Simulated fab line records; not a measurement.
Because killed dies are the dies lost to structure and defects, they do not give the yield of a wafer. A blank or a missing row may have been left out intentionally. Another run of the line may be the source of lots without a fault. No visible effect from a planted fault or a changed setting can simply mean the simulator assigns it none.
A lot that was struck, set against a sound lot	flow nandHarc	13 out of 1159 route steps
Sound: these wafers, L734.3, L734.4, L734.6. Struck: wafers L742.3, L742.5, L742.6. At the end, the cause is stated.
At each step with rows: each side's tool, then ch and its chambers, then its first start. Under that, the readings that differ: sound wafers	struck wafers	difference of the means	sigmas: that difference in standard deviations of wafers without a fault.
alike: readings whose means differ by less than 2 such deviations, and words and numbers that are the same on both sides. not compared: withheld readings, readings that some wafer has no value for, bounds like >300 that may hide the same value, and numbers for which the record gives no deviation and whose values overlap.
A row with sigmas, a row that says differs or no value, or rows on one side alone: a step with any of these is where the two part. Numbers that don't overlap but have no deviation are shown without sigmas and don't part them. A reading that every wafer of one side lacks parts them only if that side has two wafers or more.

first, 1 step without rows for these wafers: NHARC_A_STAIRCASE_SRD_474.
NHARC_A_STAIRCASE_INSPECT_155:
  sound: defectInspect-01 at day 15 21:02; struck: defectInspect-01 at day 17 06:46
  alike: rawDefectCount
NHARC_A_SGD_CUT_DEP_00: deposits SiNx, target thk 50 nm.
  sound on pecvd-04 ch 0,1,2, day 15 21:08; struck on pecvd-04 ch 0,2, day 17 06:50
  alike: heaterPowerW, susceptorTempC
then, 8 steps without rows for these wafers: NHARC_A_SGD_CUT_DEHYDRATE_01 (time 120 s); NHARC_A_SGD_CUT_HMDS_02 (time 30 s); NHARC_A_SGD_CUT_COAT_56 (time 75 s); NHARC_A_SGD_CUT_COAT_57 (time 65 s); NHARC_A_SGD_CUT_COAT_03 (resist thk 90 nm); NHARC_A_SGD_CUT_SOFTBAKE_04 (time 55 s); NHARC_A_SGD_CUT_EBR_05; NHARC_A_SGD_CUT_EXPOSE_06 (exposes mask SGD).
NHARC_A_SGD_CUT_PEB_07: peb time 65 s.
  struck on lithoTrack-06, day 17 07:31; sound on lithoTrack-04 ch 0, day 15 21:45
  no value came back on the struck wafers for chillPlateTempC (C), exhaustPa (Pa), pebTimeS (s); on the sound wafers chillPlateTempC (C) reads 22.99 22.97 23.26
then, 1 step without rows for these wafers: NHARC_A_SGD_CUT_DEVELOP_08 (develop time 35 s).

WHERE THEY PART
Within this record, at NHARC_A_SGD_CUT_PEB_07 only.

WHY: whatever the simulator had introduced
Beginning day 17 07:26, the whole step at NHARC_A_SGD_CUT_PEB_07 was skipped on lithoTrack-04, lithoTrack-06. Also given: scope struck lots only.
